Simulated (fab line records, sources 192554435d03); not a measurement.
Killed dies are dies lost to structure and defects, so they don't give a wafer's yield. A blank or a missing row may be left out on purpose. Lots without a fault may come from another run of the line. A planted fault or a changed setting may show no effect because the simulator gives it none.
Chamber matching | flow n5_finfet | N5_BEOL_M0_CO_CAP_123 on cvd_co-01: 3 sister chambers
The step material Co, precursor CCTBA/H2, target thk 2 nm, time 102.1 s. 16 wafers are shown with their chamber, then 8 later ones without.

WAFERS WITH THEIR CHAMBER
wafer  | chamber | heater_power_w (W)
L075.1 | 0       | 200
L075.3 | 1       | 222
L075.5 | 2       | 232
L083.2 | 2       | 239
L083.5 | 2       | 232
L083.6 | 1       | 220
L082.1 | 2       | 239
L082.3 | 0       | 193
L082.6 | 1       | 214
L090.1 | 2       | 233
L090.2 | 0       | 197
L090.3 | 2       | 238
L092.1 | 0       | 200
L092.4 | 0       | 203
L092.6 | 2       | 231
L094.1 | 0       | 198

SIGNATURES (means of the wafers above)
reading        | chamber 0 | chamber 1 | chamber 2 | scatter within a chamber
heater_power_w | 198.50    | 218.67    | 234.86    | 3.63
Rule: a wafer's distance from a chamber is the root of the sum, over the readings, of the square of ((its reading less the chamber's mean) divided by the reading's scatter). The wafer belongs to the nearest chamber; if the next one is less than 2 further off, it can't be placed. The scatter: the root of (the sum of the squares of (reading less its chamber's mean) over the shown wafers, divided by (wafers less chambers)).

WAFERS WITHOUT THEIR CHAMBER
wafer  | heater_power_w (W)
L094.2 | 238
L094.5 | 223
L096.2 | 231
L096.4 | 217
L096.6 | 234
L097.2 | 230
L097.3 | 222
L097.6 | 201

WHICH CHAMBER EACH WENT THROUGH
wafer  | from the rows above     | in truth
L094.2 | 2                       | 2
L094.5 | 1                       | 1
L096.2 | 2                       | 2
L096.4 | 1                       | 1
L096.6 | 2                       | 2
L097.2 | can't be placed: 2 or 1 | 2
L097.3 | 1                       | 1
L097.6 | 0                       | 0
Placed correctly: 7 of 8. Can't be placed from these rows: 1 (the true chamber is among the candidates in 1). Placed wrongly: 0.
